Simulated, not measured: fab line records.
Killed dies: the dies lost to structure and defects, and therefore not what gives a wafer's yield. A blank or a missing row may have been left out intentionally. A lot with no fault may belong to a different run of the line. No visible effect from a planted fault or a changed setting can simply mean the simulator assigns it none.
fab line records	flow nand_harc
record: lots: 24	wafers: 72	last_day: 33
route steps=1302 shown A_M1@1180 A_BONDPAD@1225 THIN_TSV@1267
lots that met no fault: taken from a fault-free run of the same line
start_h: hours from the record's first day to the start of the lot's first wafer shown	wait_h: hours elapsed since this lot's preceding step	" unchanged from the row above	L1.1+2: one row covering several wafers at once	- no value present, or no start provided	* or withheld: withheld	< > ~ a bound
route shown NAME@n: NAME is a module with steps in the file, n the number in the route of the first one	usual: mean and standard deviation over wafers with no fault	same: alike in all rows	chamber/n: place in a boat	sites: each site's reading	_std_site: standard deviation across them	_edge_site: the outer-site mean with the inner-site mean subtracted	radius_mm: for every site, how far away it sits from the centre of the wafer	mask NAME#n: copy n	behind: the tool/chamber that last shaped the wafer	hold: why the lot was held/for how many hours/how that ended	device: whichever transistor did not switch (one of n, p or np)	end of line: the tests these same wafers got at the end of their route	step lacking rows: just its recipe	killed: not the wafer's yield, but the dies lost to structure and defects at the first sort	map: the dies of a wafer, with x for killed, . for not killed, _ for no die there
set.NAME: the setting that was run; set.NAME@STEP: the one run at that earlier step	model.NAME: the simulator's own value behind a step, which no gauge read
steps of the route over a sample of lots; a table a step, a row a wafer
services: from which hour (start_h, from the record's first day; less than 0 if before it) a tool's chamber was out of use, for how many hours, and why
== steps ==
step: NHARC_A_M1_OVL_MEAS_10
recipe: pitch_nm: 240
usual: overlay_x_nm: 0.2/0.91	overlay_y_nm: 0.1/0.8
lot.wafer	tool	chamber	start_h	wait_h	overlay_x_nm	overlay_y_nm
L074.1	overlay-02	-	527.18	-	-0.1	0.3
L074.2	"	-	"	"	-0.4	0.5
L074.4	"	-	"	"	-0.1	0.5
L075.1	overlay-01	-	535.03	-	-0.8	-1.0
L075.3	"	-	"	"	-1.1	-1.1
L075.4	"	-	"	"	-0.7	-1.0
L076.2	overlay-02	-	543.48	-	1.3	-0.5
L076.3	"	-	"	"	1.2	-0.7
L076.4	"	-	"	"	1.8	0.0
L077.1	overlay-02	-	554.71	-	0.1	0.3
L077.5	"	-	"	"	0.0	-0.5
L077.6	"	-	"	"	-0.4	0.1
L078.2	overlay-02	-	557.17	-	-1.1	0.0
L078.3	"	-	"	"	-1.1	0.6
L078.4	"	-	"	"	-0.5	-0.1
L079.3	overlay-02	-	581.31	-	0.3	1.5
L079.5	"	-	"	"	0.5	1.1
L079.6	"	-	"	"	0.4	2.1
L080.1	overlay-01	-	583.18	-	1.1	-0.1
L080.2	"	-	"	"	0.7	0.1
L080.5	"	-	"	"	0.4	-0.4
L083.1	overlay-01	-	602.75	-	2.1	-0.8
L083.4	"	-	"	"	2.5	-0.6
L083.5	"	-	"	"	2.5	0.0
L081.3	overlay-02	-	603.87	-	0.5	1.8
L081.4	"	-	"	"	0.5	1.7
L081.5	"	-	"	"	0.1	2.4
L082.1	overlay-01	-	604.18	-	-0.5	0.1
L082.2	"	-	"	"	-0.8	-0.3
L082.6	"	-	"	"	-0.4	-0.4
L084.2	overlay-02	-	618.91	-	-0.4	-0.6
L084.3	"	-	"	"	-0.5	0.0
L084.6	"	-	"	"	-0.7	-0.2
L085.1	overlay-01	-	619.88	-	-0.2	-0.2
L085.3	"	-	"	"	0.0	-0.3
L085.6	"	-	"	"	-1.0	-0.5
L087.2	overlay-01	-	651.19	-	-1.3	-0.9
L087.3	"	-	"	"	-0.6	-0.6
L087.6	"	-	"	"	-0.4	-1.0
L086.2	overlay-01	-	652.38	-	-0.6	1.0
L086.3	"	-	"	"	-0.9	0.8
L086.4	"	-	"	"	-1.4	1.1
L089.3	overlay-01	-	665.85	-	-0.3	-0.8
L089.5	"	-	"	"	-0.7	-0.3
L089.6	"	-	"	"	-0.5	-0.7
L088.3	overlay-02	-	670.50	-	-0.5	-0.1
L088.4	"	-	"	"	-0.6	-0.5
L088.6	"	-	"	"	-0.3	-0.4
L090.1	overlay-02	-	695.75	-	1.2	0.0
L090.2	"	-	"	"	0.9	0.0
L090.3	"	-	"	"	1.7	0.2
L091.2	overlay-02	-	699.12	-	1.4	0.5
L091.3	"	-	"	"	0.6	1.0
L091.6	"	-	"	"	1.1	0.4
L093.2	overlay-01	-	714.69	-	1.1	0.5
L093.3	"	-	"	"	0.9	0.2
L093.5	"	-	"	"	1.5	0.6
L092.3	overlay-02	-	715.69	-	0.3	0.1
L092.4	"	-	"	"	-0.2	0.5
L092.5	"	-	"	"	0.1	0.6
L094.1	overlay-02	-	729.47	-	1.9	1.7
L094.3	"	-	"	"	1.2	1.6
L094.4	"	-	"	"	0.9	2.0
L095.3	overlay-01	-	730.94	-	0.4	0.2
L095.5	"	-	"	"	0.7	-0.2
L095.6	"	-	"	"	0.6	0.5
L096.1	overlay-01	-	743.98	-	-0.5	-0.4
L096.3	"	-	"	"	-0.4	-0.2
L096.5	"	-	"	"	-0.4	-0.7
L097.2	overlay-02	-	758.42	-	-0.3	-0.6
L097.3	"	-	"	"	-0.4	0.1
L097.4	"	-	"	"	-0.6	-0.4
step: NHARC_A_M1_PRE_CLEAN_30
recipe: time_s: 30	temp_c: 280	gas: H2/He
usual: heater_power_w: 404/37
lot.wafer	tool	chamber	start_h	wait_h	heater_power_w
L074.1	pvd_sputter-01	-	-	-	434
L074.4	"	-	"	"	343
L074.2	"	-	"	"	428
L075.1	pvd_sputter-03	-	-	-	347
L075.4	"	-	"	"	404
L075.3	"	-	"	"	466
L076.4	pvd_sputter-01	-	-	-	353
L076.2	"	-	"	"	428
L076.3	"	-	"	"	353
L077.1	pvd_sputter-03	-	-	-	332
L077.5	"	-	"	"	417
L077.6	"	-	"	"	328
L078.3	pvd_sputter-03	-	-	-	344
L078.2	"	-	"	"	393
L078.4	"	-	"	"	410
L079.3	pvd_sputter-02	-	-	-	443
L079.5	"	-	"	"	429
L079.6	"	-	"	"	410
L080.2	pvd_sputter-02	-	-	-	371
L080.1	"	-	"	"	427
L080.5	"	-	"	"	410
L083.4	pvd_sputter-02	-	-	-	411
L083.1	"	-	"	"	429
L083.5	"	-	"	"	405
L081.4	pvd_sputter-01	-	-	-	359
L081.3	"	-	"	"	441
L081.5	"	-	"	"	354
L082.2	pvd_sputter-02	-	-	-	398
L082.1	"	-	"	"	384
L082.6	"	-	"	"	407
L084.3	pvd_sputter-03	-	-	-	328
L084.2	"	-	"	"	471
L084.6	"	-	"	"	425
L085.3	pvd_sputter-02	-	-	-	378
L085.1	"	-	"	"	435
L085.6	"	-	"	"	406
L087.2	pvd_sputter-03	-	-	-	333
L087.3	"	-	"	"	472
L087.6	"	-	"	"	333
L086.4	pvd_sputter-02	-	-	-	427
L086.2	"	-	"	"	413
L086.3	"	-	"	"	362
L089.3	pvd_sputter-02	-	-	-	410
L089.6	"	-	"	"	377
L089.5	"	-	"	"	442
L088.4	pvd_sputter-03	-	-	-	471
L088.3	"	-	"	"	413
L088.6	"	-	"	"	474
L090.1	pvd_sputter-02	-	-	-	438
L090.3	"	-	"	"	405
L090.2	"	-	"	"	370
L091.2	pvd_sputter-02	-	-	-	415
L091.3	"	-	"	"	374
L091.6	"	-	"	"	427
L093.3	pvd_sputter-01	-	-	-	363
L093.2	"	-	"	"	352
L093.5	"	-	"	"	410
L092.4	pvd_sputter-02	-	-	-	433
L092.3	"	-	"	"	383
L092.5	"	-	"	"	435
L094.4	pvd_sputter-02	-	-	-	439
L094.3	"	-	"	"	435
L094.1	"	-	"	"	415
L095.3	pvd_sputter-01	-	-	-	344
L095.5	"	-	"	"	415
L095.6	"	-	"	"	438
L096.1	pvd_sputter-03	-	-	-	432
L096.3	"	-	"	"	415
L096.5	"	-	"	"	439
L097.4	pvd_sputter-01	-	-	-	356
L097.3	"	-	"	"	354
L097.2	"	-	"	"	410
step: NHARC_A_BONDPAD_DEGAS_25
recipe: temp_c: 300	time_s: 60
usual: heater_power_w: 459/43
lot.wafer	tool	chamber	start_h	wait_h	heater_power_w
L074.1	pvd_sputter-01	-	533.27	-	487
L074.4	"	-	"	"	409
L074.2	"	-	"	"	473
L075.1	pvd_sputter-01	-	540.86	-	470
L075.4	"	-	"	"	394
L075.3	"	-	"	"	405
L076.4	pvd_sputter-01	-	549.11	-	407
L076.3	"	-	"	"	481
L076.2	"	-	"	"	412
L077.1	pvd_sputter-02	-	560.42	-	506
L077.6	"	-	"	"	524
L077.5	"	-	"	"	491
L078.3	pvd_sputter-01	-	562.96	-	412
L078.4	"	-	"	"	486
L078.2	"	-	"	"	480
L079.3	pvd_sputter-02	-	587.07	-	429
L079.6	"	-	"	"	485
L079.5	"	-	"	"	460
L080.2	pvd_sputter-03	-	588.97	-	479
L080.1	"	-	"	"	463
L080.5	"	-	"	"	540
L083.1	pvd_sputter-02	-	608.43	-	466
L083.4	"	-	"	"	490
L083.5	"	-	"	"	430
L081.3	pvd_sputter-03	-	609.70	-	454
L081.4	"	-	"	"	462
L081.5	"	-	"	"	453
L082.1	pvd_sputter-01	-	610.11	-	473
L082.2	"	-	"	"	494
L082.6	"	-	"	"	410
L084.3	pvd_sputter-03	-	625.02	-	537
L084.2	"	-	"	"	467
L084.6	"	-	"	"	454
L085.1	pvd_sputter-01	-	625.67	-	508
L085.3	"	-	"	"	405
L085.6	"	-	"	"	508
L087.3	pvd_sputter-01	-	656.88	-	411
L087.2	"	-	"	"	413
L087.6	"	-	"	"	505
L086.4	pvd_sputter-01	-	658.05	-	409
L086.2	"	-	"	"	424
L086.3	"	-	"	"	482
L089.3	pvd_sputter-01	-	671.65	-	497
L089.6	"	-	"	"	399
L089.5	"	-	"	"	415
L088.4	pvd_sputter-01	-	676.26	-	415
L088.3	"	-	"	"	474
L088.6	"	-	"	"	400
L090.1	pvd_sputter-03	-	701.42	-	382
L090.3	"	-	"	"	452
L090.2	"	-	"	"	469
L091.3	pvd_sputter-02	-	704.91	-	473
L091.2	"	-	"	"	433
L091.6	"	-	"	"	460
L093.3	pvd_sputter-02	-	720.45	-	483
L093.2	"	-	"	"	464
L093.5	"	-	"	"	427
L092.4	pvd_sputter-03	-	721.52	-	415
L092.3	"	-	"	"	464
L092.5	"	-	"	"	418
L094.3	pvd_sputter-01	-	735.22	-	413
L094.1	"	-	"	"	469
L094.4	"	-	"	"	399
L095.3	pvd_sputter-03	-	736.82	-	514
L095.6	"	-	"	"	420
L095.5	"	-	"	"	470
L096.3	pvd_sputter-03	-	749.90	-	520
L096.1	"	-	"	"	481
L096.5	"	-	"	"	498
L097.2	pvd_sputter-03	-	764.23	-	518
L097.4	"	-	"	"	503
L097.3	"	-	"	"	409
step: NHARC_A_BONDPAD_PVD_17
recipe: target_thk_a: 50	bias_v: 168.6	power_w: 15000	chamber_pressure_pa: 0.12	time_s: 8.06	substrate_temp_c: 50	material: TaN
usual: throttle_valve_pct: 29.9/1.1
lot.wafer	tool	chamber	start_h	wait_h	throttle_valve_pct
L074.1	pvd_sputter-01	-	-	-	31.6
L074.2	"	-	"	"	29.3
L074.4	"	-	"	"	29.8
L075.3	pvd_sputter-01	-	-	-	29.5
L075.4	"	-	"	"	29.8
L075.1	"	-	"	"	31.8
L076.3	pvd_sputter-01	-	-	-	32.0
L076.4	"	-	"	"	30.7
L076.2	"	-	"	"	29.3
L077.1	pvd_sputter-02	-	-	-	30.4
L077.5	"	-	"	"	30.5
L077.6	"	-	"	"	30.8
L078.4	pvd_sputter-01	-	-	-	28.9
L078.2	"	-	"	"	31.7
L078.3	"	-	"	"	30.4
L079.3	pvd_sputter-02	-	-	-	30.4
L079.6	"	-	"	"	30.8
L079.5	"	-	"	"	29.5
L080.2	pvd_sputter-03	-	-	-	28.8
L080.1	"	-	"	"	29.9
L080.5	"	-	"	"	29.1
L083.4	pvd_sputter-02	-	-	-	29.7
L083.1	"	-	"	"	31.0
L083.5	"	-	"	"	29.4
L081.4	pvd_sputter-03	-	-	-	31.1
L081.3	"	-	"	"	30.1
L081.5	"	-	"	"	31.3
L082.1	pvd_sputter-01	-	-	-	30.3
L082.2	"	-	"	"	28.8
L082.6	"	-	"	"	31.1
L084.2	pvd_sputter-03	-	-	-	29.8
L084.3	"	-	"	"	30.6
L084.6	"	-	"	"	29.9
L085.1	pvd_sputter-01	-	-	-	30.5
L085.3	"	-	"	"	31.3
L085.6	"	-	"	"	28.7
L087.2	pvd_sputter-01	-	-	-	30.5
L087.3	"	-	"	"	31.3
L087.6	"	-	"	"	31.1
L086.3	pvd_sputter-01	-	-	-	30.2
L086.4	"	-	"	"	31.3
L086.2	"	-	"	"	29.1
L089.3	pvd_sputter-01	-	-	-	31.4
L089.5	"	-	"	"	29.6
L089.6	"	-	"	"	29.0
L088.3	pvd_sputter-01	-	-	-	29.7
L088.4	"	-	"	"	28.8
L088.6	"	-	"	"	31.4
L090.3	pvd_sputter-03	-	-	-	31.0
L090.2	"	-	"	"	29.1
L090.1	"	-	"	"	27.2
L091.3	pvd_sputter-02	-	-	-	28.7
L091.2	"	-	"	"	30.1
L091.6	"	-	"	"	28.7
L093.2	pvd_sputter-02	-	-	-	29.0
L093.3	"	-	"	"	29.8
L093.5	"	-	"	"	28.8
L092.3	pvd_sputter-03	-	-	-	31.3
L092.4	"	-	"	"	30.0
L092.5	"	-	"	"	29.3
L094.4	pvd_sputter-01	-	-	-	30.3
L094.1	"	-	"	"	31.5
L094.3	"	-	"	"	29.1
L095.3	pvd_sputter-03	-	-	-	27.7
L095.6	"	-	"	"	30.3
L095.5	"	-	"	"	27.7
L096.1	pvd_sputter-03	-	-	-	27.8
L096.3	"	-	"	"	29.2
L096.5	"	-	"	"	27.7
L097.4	pvd_sputter-03	-	-	-	29.1
L097.3	"	-	"	"	27.6
L097.2	"	-	"	"	31.2
step: NHARC_A_BONDPAD_INSPECT_23
usual: raw_defect_count: 532/120
lot.wafer	tool	chamber	start_h	wait_h	raw_defect_count
L074.1	defect_inspect-02	-	534.87	0.0	464
L074.2	"	-	"	"	422
L074.4	"	-	"	"	465
L075.1	defect_inspect-02	-	542.50	0.0	455
L075.3	"	-	"	"	504
L075.4	"	-	"	"	554
L076.2	defect_inspect-01	-	550.90	0.1	600
L076.3	"	-	"	"	759
L076.4	"	-	"	"	651
L077.1	defect_inspect-01	-	562.05	0.0	687
L077.5	"	-	"	"	501
L077.6	"	-	"	"	652
L078.2	defect_inspect-01	-	564.59	0.0	624
L078.3	"	-	"	"	633
L078.4	"	-	"	"	770
L079.3	defect_inspect-01	-	588.70	0.0	531
L079.5	"	-	"	"	590
L079.6	"	-	"	"	538
L080.1	defect_inspect-02	-	590.60	0.0	454
L080.2	"	-	"	"	305
L080.5	"	-	"	"	397
L083.1	defect_inspect-02	-	610.03	0.0	611
L083.4	"	-	"	"	617
L083.5	"	-	"	"	568
L081.3	defect_inspect-01	-	611.32	0.0	481
L081.4	"	-	"	"	462
L081.5	"	-	"	"	390
L082.1	defect_inspect-01	-	611.71	0.0	466
L082.2	"	-	"	"	433
L082.6	"	-	"	"	456
L084.2	defect_inspect-01	-	626.67	0.0	501
L084.3	"	-	"	"	506
L084.6	"	-	"	"	604
L085.1	defect_inspect-01	-	627.28	0.0	485
L085.3	"	-	"	"	349
L085.6	"	-	"	"	399
L087.2	defect_inspect-01	-	658.53	0.0	631
L087.3	"	-	"	"	501
L087.6	"	-	"	"	500
L086.2	defect_inspect-02	-	659.88	0.0	427
L086.3	"	-	"	"	424
L086.4	"	-	"	"	536
L089.3	defect_inspect-01	-	673.25	0.0	582
L089.5	"	-	"	"	657
L089.6	"	-	"	"	641
L088.3	defect_inspect-01	-	677.85	0.0	394
L088.4	"	-	"	"	367
L088.6	"	-	"	"	468
L090.1	defect_inspect-01	-	703.03	0.0	605
L090.2	"	-	"	"	447
L090.3	"	-	"	"	737
L091.2	defect_inspect-02	-	706.54	0.0	404
L091.3	"	-	"	"	471
L091.6	"	-	"	"	564
L093.2	defect_inspect-02	-	722.07	0.0	415
L093.3	"	-	"	"	426
L093.5	"	-	"	"	478
L092.3	defect_inspect-02	-	723.13	0.0	591
L092.4	"	-	"	"	695
L092.5	"	-	"	"	458
L094.1	defect_inspect-02	-	736.82	0.0	601
L094.3	"	-	"	"	477
L094.4	"	-	"	"	433
L095.3	defect_inspect-02	-	738.44	0.0	344
L095.5	"	-	"	"	421
L095.6	"	-	"	"	382
L096.1	defect_inspect-01	-	751.64	0.0	738
L096.3	"	-	"	"	754
L096.5	"	-	"	"	784
L097.2	defect_inspect-01	-	765.84	0.0	638
L097.3	"	-	"	"	477
L097.4	"	-	"	"	478
step: NHARC_THIN_TSV_DEP_47
recipe: target_thk_a: 2000	temp_c: withheld	pressure_torr: 6.5	rf_w: 900	teos_flow_sccm: 161.4	flow_sccm: 2650	target_thk_nm: 200	gas: O2	material: SiO2
usual: chamber_pressure_Torr: 6.501/0.015	throttle_valve_pct: 16.3/0.47
lot.wafer	tool	chamber	start_h	wait_h	chamber_pressure_Torr	throttle_valve_pct
L074.2	pecvd-01	0	547.66	-	6.483	15.8
L074.1	"	1	"	"	6.504	16.4
L074.4	"	2	"	"	6.516	15.9
L075.1	pecvd-04	2	556.73	-	6.492	16.4
L075.3	"	0	"	"	6.477	16.5
L075.4	"	2	"	"	6.484	16.4
L076.3	pecvd-02	2	565.21	-	6.489	17.1
L076.2	"	1	"	"	6.485	15.4
L076.4	"	0	"	"	6.522	16.7
L078.3	pecvd-01	0	576.06	-	6.487	15.8
L078.2	"	2	"	"	6.510	16.3
L078.4	"	0	"	"	6.508	15.9
L077.1	pecvd-01	0	577.32	-	6.490	15.9
L077.5	"	1	"	"	6.514	16.5
L077.6	"	2	"	"	6.520	15.8
L080.1	pecvd-02	2	602.68	-	6.507	16.6
L080.2	"	0	"	"	6.513	16.3
L080.5	"	1	"	"	6.493	15.4
L079.3	pecvd-02	2	603.86	-	6.518	16.5
L079.6	"	1	"	"	6.504	15.3
L079.5	"	2	"	"	6.492	16.4
L083.1	pecvd-02	1	626.64	-	6.482	15.2
L083.5	"	1	"	"	6.501	15.6
L083.4	"	0	"	"	6.516	16.4
L081.3	pecvd-02	0	628.22	-	6.505	16.3
L081.5	"	2	"	"	6.488	16.5
L081.4	"	0	"	"	6.503	16.5
L082.1	pecvd-04	2	629.23	-	6.491	16.7
L082.2	"	0	"	"	6.497	16.8
L082.6	"	0	"	"	6.483	17.0
L084.3	pecvd-01	0	642.27	-	6.489	16.1
L084.2	"	2	"	"	6.496	16.4
L084.6	"	0	"	"	6.497	16.0
L085.1	pecvd-01	1	643.55	-	6.471	16.5
L085.3	"	2	"	"	6.521	16.7
L085.6	"	2	"	"	6.490	16.2
L087.2	pecvd-04	2	674.50	-	6.519	16.0
L087.3	"	0	"	"	6.512	16.1
L087.6	"	2	"	"	6.515	15.9
L086.3	pecvd-02	0	675.74	-	6.513	16.3
L086.2	"	1	"	"	6.501	15.5
L086.4	"	0	"	"	6.485	16.4
L089.3	pecvd-02	0	690.14	-	6.517	16.4
L089.6	"	0	"	"	6.532	16.7
L089.5	"	1	"	"	6.477	15.6
L088.3	pecvd-04	2	691.25	-	6.508	16.3
L088.6	"	1	"	"	6.507	16.4
L088.4	"	0	"	"	6.499	16.3
L090.3	pecvd-04	2	719.74	-	6.506	16.0
L090.1	"	0	"	"	6.504	16.7
L090.2	"	1	"	"	6.498	16.4
L091.3	pecvd-02	2	721.07	-	6.489	16.9
L091.2	"	0	"	"	6.506	16.4
L091.6	"	1	"	"	6.499	15.7
L093.3	pecvd-02	0	735.93	-	6.513	16.8
L093.2	"	1	"	"	6.495	15.5
L093.5	"	0	"	"	6.498	16.4
L092.3	pecvd-02	1	737.51	-	6.493	15.5
L092.4	"	1	"	"	6.479	15.6
L092.5	"	2	"	"	6.522	16.9
L095.3	pecvd-04	1	758.86	-	6.511	16.5
L095.6	"	0	"	"	6.506	16.5
L095.5	"	2	"	"	6.516	16.2
L094.1	pecvd-01	2	760.01	-	6.487	15.4
L094.3	"	1	"	"	6.480	16.2
L094.4	"	1	"	"	6.487	16.3
L096.3	pecvd-02	1	765.93	-	6.529	15.5
L096.1	"	2	"	"	6.500	16.8
L096.5	"	2	"	"	6.513	16.6
L097.2	pecvd-04	2	780.68	-	6.500	16.2
L097.3	"	1	"	"	6.474	16.8
L097.4	"	2	"	"	6.502	16.1
== services ==
tool	chamber	start_h	hours	kind
pvd_sputter-03	-	526.00	10.0	pm
pecvd-04	0	540.53	15.3	repair
pecvd-01	-	557.62	0.6	repair
pvd_sputter-03	-	560.40	6.0	repair
pecvd-04	0	575.94	2.7	repair
pvd_sputter-01	-	582.00	10.0	pm
pecvd-02	-	589.18	13.0	pm
pecvd-01	-	592.34	0.9	repair
pecvd-04	-	631.03	13.0	pm
pvd_sputter-02	-	638.06	10.0	pm
pecvd-01	-	643.81	3.0	repair
pecvd-02	-	646.95	0.6	repair
pecvd-01	-	675.40	13.0	pm
pvd_sputter-03	-	680.21	1.1	repair
pvd_sputter-03	-	683.92	2.5	repair
pvd_sputter-03	-	704.00	10.0	pm
pecvd-02	2	705.01	4.7	repair
pvd_sputter-03	-	714.58	3.9	repair
pvd_sputter-01	-	729.68	1.0	repair
pvd_sputter-01	-	743.32	6.0	repair
pvd_sputter-02	-	745.95	4.1	repair
pecvd-01	0	748.40	6.2	repair
pvd_sputter-01	-	760.00	10.0	pm
pecvd-02	-	770.18	13.0	pm
== key ==
fault none
